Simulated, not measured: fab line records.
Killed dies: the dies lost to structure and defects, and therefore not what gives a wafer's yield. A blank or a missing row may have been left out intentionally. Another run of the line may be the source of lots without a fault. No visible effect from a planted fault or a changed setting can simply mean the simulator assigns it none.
Matching of chambers ; flow n5-finfet ; cmp-04 running N5_BEOL_M3_CMP_52: 4 sister chambers
The step polishes, stops on SiOC, t overpolish 6.8 s, target thk 40 nm. 4 wafers are shown with their chamber, then 9 later ones without.

== EACH WAFER AND ITS CHAMBER ==
wafer;chamber;motor-current-A (A)
L085.1;2;7.1
L085.6;1;6.0
L087.5;0;5.9
L087.6;3;6.1

== WAFERS MISSING THEIR CHAMBER ==
wafer;motor-current-A (A)
L094.1;5.9
L094.2;6.4
L094.4;6.8
L094.3;6.1
L094.5;6.3
L094.6;5.8
L097.2;6.4
L097.4;5.8
L097.6;6.7

== WHICH CHAMBER EACH WENT THROUGH ==
wafer;from the rows above;in truth
L094.1;can't be placed: 0 or 1 or 3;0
L094.2;can't be placed: 3 or 1 or 0 or 2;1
L094.4;can't be placed: 2 or 3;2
L094.3;can't be placed: 3 or 1 or 0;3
L094.5;can't be placed: 3 or 1 or 0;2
L094.6;can't be placed: 0 or 1 or 3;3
L097.2;can't be placed: 3 or 1 or 0 or 2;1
L097.4;can't be placed: 0 or 1 or 3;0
L097.6;can't be placed: 2 or 3 or 1 or 0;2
Placed correctly: 0 of 9. Can't be placed from these rows: 9 (the true chamber is among the candidates in 8). Number placed wrongly: 0.
How it was worked out, from the rows above alone: a wafer's distance from a chamber is the root of the sum, over the readings, of the square of ((its reading less the chamber's mean) divided by the reading's scatter). The wafer belongs to the nearest chamber; if the next one is less than 2 further off, it can't be placed. The mean given for a chamber averages the wafers shown for that chamber. The scatter (one wafer shown for each chamber): square how far every hidden wafer sits from the nearest shown wafer, average those squares and take the square root.
